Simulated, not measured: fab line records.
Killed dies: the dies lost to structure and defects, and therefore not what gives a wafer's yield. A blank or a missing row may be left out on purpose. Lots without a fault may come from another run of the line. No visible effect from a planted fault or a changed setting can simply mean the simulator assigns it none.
Chamber matching || flow nand-harc || pecvd-04 running NHARC_A_STAIRCASE_DEP_322: 3 sister chambers
The step deposits SiO2, target thk 3800 nm. 3 wafers are shown with their chamber, then 9 later ones without.

== WAFERS WITH THEIR CHAMBER ==
{"wafer": "L081.1", "chamber": 1, "heater-power-w (W)": 821}
{"wafer": "L082.4", "chamber": 2, "heater-power-w (W)": 642}
{"wafer": "L082.5", "chamber": 0, "heater-power-w (W)": 472}

== WAFERS WHOSE CHAMBER IS MISSING ==
{"wafer": "L085.1", "heater-power-w (W)": 743}
{"wafer": "L085.3", "heater-power-w (W)": 729}
{"wafer": "L085.6", "heater-power-w (W)": 656}
{"wafer": "L089.2", "heater-power-w (W)": 764}
{"wafer": "L089.4", "heater-power-w (W)": 637}
{"wafer": "L089.5", "heater-power-w (W)": 467}
{"wafer": "L094.1", "heater-power-w (W)": 770}
{"wafer": "L094.2", "heater-power-w (W)": 611}
{"wafer": "L094.5", "heater-power-w (W)": 646}

== WHICH CHAMBER EACH ONE RAN IN ==
{"wafer": "L085.1", "from the rows above": "can't be placed: 1 or 2", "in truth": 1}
{"wafer": "L085.3", "from the rows above": "can't be placed: 2 or 1", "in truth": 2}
{"wafer": "L085.6", "from the rows above": 2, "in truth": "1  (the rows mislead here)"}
{"wafer": "L089.2", "from the rows above": "can't be placed: 1 or 2", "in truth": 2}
{"wafer": "L089.4", "from the rows above": 2, "in truth": 2}
{"wafer": "L089.5", "from the rows above": 0, "in truth": 0}
{"wafer": "L094.1", "from the rows above": "can't be placed: 1 or 2", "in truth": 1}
{"wafer": "L094.2", "from the rows above": 2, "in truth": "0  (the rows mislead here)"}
{"wafer": "L094.5", "from the rows above": 2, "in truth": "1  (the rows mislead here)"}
Placed correctly: 2 of 9. These rows do not allow placing 4 (true chamber among the candidates in 4). Placed wrongly: 3.
How it was worked out, from the rows above alone: a wafer's distance from a chamber is the root of the sum, over the readings, of the square of ((its reading less the chamber's mean) divided by the reading's scatter). If the next closest chamber is less than 2 further off than the closest, the wafer can't be placed; otherwise it belongs to the closest. Each chamber's mean is taken over the wafers shown for it. The scatter (one wafer shown for each chamber): square how far every hidden wafer sits from the nearest shown wafer, average those squares and take the square root.
